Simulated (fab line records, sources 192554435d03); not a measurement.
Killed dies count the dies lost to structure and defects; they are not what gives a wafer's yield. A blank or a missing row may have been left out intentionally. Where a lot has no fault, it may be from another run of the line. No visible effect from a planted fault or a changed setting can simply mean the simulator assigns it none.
Chamber matching :: flow n5-finfet :: N5_BEOL_M11_DESCUM_33 on rie-diel-06 has 4 sister chambers
The step chemistry O2, time 7.9 s. 8 wafers are shown with their chamber, then 7 later ones without.

== WAFERS PAIRED WITH THEIR CHAMBERS ==
wafer: L080.1
chamber: 2
drypump-motor-current-A (A): 5.7
throttle-valve-pct (%): 20.83

wafer: L084.1
chamber: 0
drypump-motor-current-A (A): 5.5
throttle-valve-pct (%): 20.70

wafer: L084.4
chamber: 1
drypump-motor-current-A (A): 5.3
throttle-valve-pct (%): 20.52

wafer: L088.1
chamber: 1
drypump-motor-current-A (A): 5.3
throttle-valve-pct (%): 20.54

wafer: L088.2
chamber: 3
drypump-motor-current-A (A): 6.8
throttle-valve-pct (%): 20.21

wafer: L088.3
chamber: 2
drypump-motor-current-A (A): 5.8
throttle-valve-pct (%): 20.84

wafer: L090.1
chamber: 3
drypump-motor-current-A (A): 6.8
throttle-valve-pct (%): 20.23

wafer: L090.2
chamber: 0
drypump-motor-current-A (A): 5.5
throttle-valve-pct (%): 20.72

== WAFERS MISSING THEIR CHAMBER ==
wafer: L090.5
drypump-motor-current-A (A): 5.5
throttle-valve-pct (%): 20.74

wafer: L093.1
drypump-motor-current-A (A): 5.4
throttle-valve-pct (%): 20.54

wafer: L093.4
drypump-motor-current-A (A): 6.7
throttle-valve-pct (%): 20.23

wafer: L093.6
drypump-motor-current-A (A): 5.4
throttle-valve-pct (%): 20.58

wafer: L094.1
drypump-motor-current-A (A): 5.7
throttle-valve-pct (%): 20.88

wafer: L094.2
drypump-motor-current-A (A): 6.8
throttle-valve-pct (%): 20.22

wafer: L094.3
drypump-motor-current-A (A): 5.4
throttle-valve-pct (%): 20.56

== CHAMBER TAKEN BY EACH ==
wafer: L090.5
from the rows above: 0
in truth: 0

wafer: L093.1
from the rows above: 1
in truth: 1

wafer: L093.4
from the rows above: 3
in truth: 3

wafer: L093.6
from the rows above: 1
in truth: 1

wafer: L094.1
from the rows above: 2
in truth: 2

wafer: L094.2
from the rows above: 3
in truth: 3

wafer: L094.3
from the rows above: 1
in truth: 1
Correctly placed: 7 of 7. Number that these rows cannot place: 0. Placed wrongly: 0.
How it was worked out, from the rows above alone: a wafer's distance from a chamber is the root of the sum, over the readings, of the square of ((its reading less the chamber's mean) divided by the reading's scatter). The wafer belongs to the nearest chamber; if the next one is less than 2 further off, it can't be placed. For every chamber, the mean is computed from those of its wafers that are shown. The scatter: the root of (the sum of the squares of (reading less its chamber's mean) over the shown wafers, divided by (wafers less chambers)).
